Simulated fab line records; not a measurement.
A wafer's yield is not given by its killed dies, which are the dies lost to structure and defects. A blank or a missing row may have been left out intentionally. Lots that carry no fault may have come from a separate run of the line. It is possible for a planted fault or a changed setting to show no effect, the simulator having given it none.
Split-lot experiment / flow n5_finfet / on a route of 1938 steps: 7 lots, 39 wafers read

## THE SPLIT ITSELF
At N5_BEOL_M10_ETCH_62 (etches SOC in N2/H2, target depth 110 nm, overetch 22 nm, time 165 s), the setting time_s was moved away from the recipe's 165 s on 12 of the 39 wafers read, by -52.1% to +21.2%. All remaining wafers had this setting at the recipe value.

The split's own step is where the reading is taken.

## THE READING
SiARC_of_BEOL_M10_COAT_60.thk_nm (the simulator's own value, which no gauge read), in nm, at N5_BEOL_M10_ETCH_62 (etches SOC in N2/H2, target depth 110 nm, overetch 22 nm, time 165 s). There is no usual value for it anywhere in the file. Across the 27 wafers here that went through the recipe, the average is 23.3 nm and the standard deviation 0.21 nm.

wafer=L076.1; tool, chamber at the split=rie_diel-05, 2; time_s as run, s=199.6; against the recipe=+21.0%; SiARC_of_BEOL_M10_COAT_60.thk_nm, nm=22.4; against lot-mates on the recipe=-1.1
wafer=L076.5; tool, chamber at the split=rie_diel-05, 2; time_s as run, s=199.6; against the recipe=+21.0%; SiARC_of_BEOL_M10_COAT_60.thk_nm, nm=22.4; against lot-mates on the recipe=-1.1
wafer=L076.2; tool, chamber at the split=rie_diel-05, 1; time_s as run, s=199.6; against the recipe=+21.0%; SiARC_of_BEOL_M10_COAT_60.thk_nm, nm=22.6; against lot-mates on the recipe=-0.9
wafer=L076.3; tool, chamber at the split=rie_diel-05, 0; time_s as run, s=165; against the recipe=recipe; SiARC_of_BEOL_M10_COAT_60.thk_nm, nm=23.8; against lot-mates on the recipe=-
wafer=L076.4; tool, chamber at the split=rie_diel-05, 3; time_s as run, s=165; against the recipe=recipe; SiARC_of_BEOL_M10_COAT_60.thk_nm, nm=23.2; against lot-mates on the recipe=-
wafer=L076.6; tool, chamber at the split=rie_diel-05, 1; time_s as run, s=165; against the recipe=recipe; SiARC_of_BEOL_M10_COAT_60.thk_nm, nm=23.6; against lot-mates on the recipe=-
wafer=L077.1; tool, chamber at the split=rie_diel-03, 0,3,3; time_s as run, s=165; against the recipe=recipe; SiARC_of_BEOL_M10_COAT_60.thk_nm, nm=23.2; against lot-mates on the recipe=-
wafer=L077.2; tool, chamber at the split=rie_diel-03, 0,3,3; time_s as run, s=165; against the recipe=recipe; SiARC_of_BEOL_M10_COAT_60.thk_nm, nm=23.2; against lot-mates on the recipe=-
wafer=L077.6; tool, chamber at the split=rie_diel-03, 0,3,3; time_s as run, s=165; against the recipe=recipe; SiARC_of_BEOL_M10_COAT_60.thk_nm, nm=23.2; against lot-mates on the recipe=-
wafer=L081.1; tool, chamber at the split=rie_diel-03, 3,1,0,3; time_s as run, s=165; against the recipe=recipe; SiARC_of_BEOL_M10_COAT_60.thk_nm, nm=23.2; against lot-mates on the recipe=-
wafer=L081.2; tool, chamber at the split=rie_diel-03, 3,1,0,3; time_s as run, s=165; against the recipe=recipe; SiARC_of_BEOL_M10_COAT_60.thk_nm, nm=23.2; against lot-mates on the recipe=-
wafer=L081.4; tool, chamber at the split=rie_diel-03, 3,1,0,3; time_s as run, s=165; against the recipe=recipe; SiARC_of_BEOL_M10_COAT_60.thk_nm, nm=23.2; against lot-mates on the recipe=-
wafer=L081.5; tool, chamber at the split=rie_diel-03, 3,1,0,3; time_s as run, s=165; against the recipe=recipe; SiARC_of_BEOL_M10_COAT_60.thk_nm, nm=23.2; against lot-mates on the recipe=-
wafer=L081.3; tool, chamber at the split=rie_diel-03, 2; time_s as run, s=165; against the recipe=recipe; SiARC_of_BEOL_M10_COAT_60.thk_nm, nm=23.8; against lot-mates on the recipe=-
wafer=L081.6; tool, chamber at the split=rie_diel-03, 2; time_s as run, s=165; against the recipe=recipe; SiARC_of_BEOL_M10_COAT_60.thk_nm, nm=23.6; against lot-mates on the recipe=-
wafer=L084.1; tool, chamber at the split=rie_diel-01, 3; time_s as run, s=165; against the recipe=recipe; SiARC_of_BEOL_M10_COAT_60.thk_nm, nm=23; against lot-mates on the recipe=-
wafer=L084.6; tool, chamber at the split=rie_diel-01, 3; time_s as run, s=165; against the recipe=recipe; SiARC_of_BEOL_M10_COAT_60.thk_nm, nm=23; against lot-mates on the recipe=-
wafer=L084.2; tool, chamber at the split=rie_diel-01, 2; time_s as run, s=200; against the recipe=+21.2%; SiARC_of_BEOL_M10_COAT_60.thk_nm, nm=21.6; against lot-mates on the recipe=-1.5
wafer=L084.4; tool, chamber at the split=rie_diel-01, 2; time_s as run, s=200; against the recipe=+21.2%; SiARC_of_BEOL_M10_COAT_60.thk_nm, nm=21.6; against lot-mates on the recipe=-1.5
wafer=L084.3; tool, chamber at the split=rie_diel-01, 1; time_s as run, s=165; against the recipe=recipe; SiARC_of_BEOL_M10_COAT_60.thk_nm, nm=23.2; against lot-mates on the recipe=-
wafer=L084.5; tool, chamber at the split=rie_diel-01, 1; time_s as run, s=200; against the recipe=+21.2%; SiARC_of_BEOL_M10_COAT_60.thk_nm, nm=21.8; against lot-mates on the recipe=-1.3
wafer=L088.1; tool, chamber at the split=rie_diel-03, 1; time_s as run, s=165; against the recipe=recipe; SiARC_of_BEOL_M10_COAT_60.thk_nm, nm=23; against lot-mates on the recipe=-
wafer=L088.2; tool, chamber at the split=rie_diel-03, 0; time_s as run, s=165; against the recipe=recipe; SiARC_of_BEOL_M10_COAT_60.thk_nm, nm=23.2; against lot-mates on the recipe=-
wafer=L088.3; tool, chamber at the split=rie_diel-03, 3; time_s as run, s=130.4; against the recipe=-21.0%; SiARC_of_BEOL_M10_COAT_60.thk_nm, nm=24.6; against lot-mates on the recipe=+1.3
wafer=L088.6; tool, chamber at the split=rie_diel-03, 3; time_s as run, s=130.4; against the recipe=-21.0%; SiARC_of_BEOL_M10_COAT_60.thk_nm, nm=24.6; against lot-mates on the recipe=+1.3
wafer=L088.4; tool, chamber at the split=rie_diel-03, 2; time_s as run, s=130.4; against the recipe=-21.0%; SiARC_of_BEOL_M10_COAT_60.thk_nm, nm=25; against lot-mates on the recipe=+1.7
wafer=L088.5; tool, chamber at the split=rie_diel-03, 2; time_s as run, s=165; against the recipe=recipe; SiARC_of_BEOL_M10_COAT_60.thk_nm, nm=23.6; against lot-mates on the recipe=-
wafer=L093.1; tool, chamber at the split=rie_diel-01, 2,3,3,2; time_s as run, s=165; against the recipe=recipe; SiARC_of_BEOL_M10_COAT_60.thk_nm, nm=23.2; against lot-mates on the recipe=-
wafer=L093.3; tool, chamber at the split=rie_diel-01, 2,3,3,2; time_s as run, s=165; against the recipe=recipe; SiARC_of_BEOL_M10_COAT_60.thk_nm, nm=23.2; against lot-mates on the recipe=-
wafer=L093.5; tool, chamber at the split=rie_diel-01, 2,3,3,2; time_s as run, s=165; against the recipe=recipe; SiARC_of_BEOL_M10_COAT_60.thk_nm, nm=23.2; against lot-mates on the recipe=-
wafer=L093.6; tool, chamber at the split=rie_diel-01, 2,3,3,2; time_s as run, s=165; against the recipe=recipe; SiARC_of_BEOL_M10_COAT_60.thk_nm, nm=23.2; against lot-mates on the recipe=-
wafer=L093.2; tool, chamber at the split=rie_diel-01, 1; time_s as run, s=165; against the recipe=recipe; SiARC_of_BEOL_M10_COAT_60.thk_nm, nm=23.4; against lot-mates on the recipe=-
wafer=L093.4; tool, chamber at the split=rie_diel-01, 1; time_s as run, s=165; against the recipe=recipe; SiARC_of_BEOL_M10_COAT_60.thk_nm, nm=23.4; against lot-mates on the recipe=-
wafer=L095.1; tool, chamber at the split=rie_diel-03, 2; time_s as run, s=79.07; against the recipe=-52.1%; SiARC_of_BEOL_M10_COAT_60.thk_nm, nm=27; against lot-mates on the recipe=+3.8
wafer=L095.5; tool, chamber at the split=rie_diel-03, 2; time_s as run, s=79.07; against the recipe=-52.1%; SiARC_of_BEOL_M10_COAT_60.thk_nm, nm=27; against lot-mates on the recipe=+3.8
wafer=L095.2; tool, chamber at the split=rie_diel-03, 0; time_s as run, s=79.07; against the recipe=-52.1%; SiARC_of_BEOL_M10_COAT_60.thk_nm, nm=26.8; against lot-mates on the recipe=+3.6
wafer=L095.3; tool, chamber at the split=rie_diel-03, 3,1,3; time_s as run, s=165; against the recipe=recipe; SiARC_of_BEOL_M10_COAT_60.thk_nm, nm=23.2; against lot-mates on the recipe=-
wafer=L095.4; tool, chamber at the split=rie_diel-03, 3,1,3; time_s as run, s=165; against the recipe=recipe; SiARC_of_BEOL_M10_COAT_60.thk_nm, nm=23.2; against lot-mates on the recipe=-
wafer=L095.6; tool, chamber at the split=rie_diel-03, 3,1,3; time_s as run, s=165; against the recipe=recipe; SiARC_of_BEOL_M10_COAT_60.thk_nm, nm=23.2; against lot-mates on the recipe=-
Where a row lists several chambers, the file gives one row for several wafers and doesn't say which wafer went through which chamber.

THE FIT
A straight line over all 39 wafers: SiARC_of_BEOL_M10_COAT_60.thk_nm changes by -0.0669 nm for each +1% of time_s; r = -0.98; the points scatter about the line by 0.26 nm.
The same after taking each lot's own level away (the mean of its wafers on the recipe; 39 wafers): -0.0682 nm for each +1%; r = -0.99; scatter 0.2 nm.
That fit puts the effect of the largest move of time_s on the reading at 3.6 nm.
From 23.07 to 23.53 nm: that is the span of the lots' own levels, equal to 2.2 times the standard deviation above.
Hence the lot-to-lot level has little effect on the slope; both slopes agree.
Check: +3.54 nm against its lot-mates is what the line predicts for one of the wafers moved furthest among these (-52.1%) when that wafer is left out of the fit. It came out at +3.8 nm against them.

## THE WHOLE CHAIN: every reading that the file lists as answering this split, in the file's order
step=N5_BEOL_M10_ETCH_62; what it does=etches SOC in N2/H2, target depth 110 nm, overetch 22 nm, time 165 s; reading=SiARC_of_BEOL_M10_COAT_60.thk_nm (the simulator's own value, which no gauge read); change (the file's fit)=-0.0686 nm for each +1% of the setting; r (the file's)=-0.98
step=N5_BEOL_M10_HM_OPEN_17; what it does=chemistry Cl2/BCl3, target TiN, target depth 20 nm, overetch 6 nm; reading=etch.depth_nm (the simulator's own value, which no gauge read); change (the file's fit)=not straight: 20.12 at the lowest setting, 19.99 at the recipe, 16.73 at the highest; r (the file's)=not given

## FILE'S OWN FIT
SiARC_of_BEOL_M10_COAT_60.thk_nm changes by -0.0686 nm for each +1% of time_s, r = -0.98.
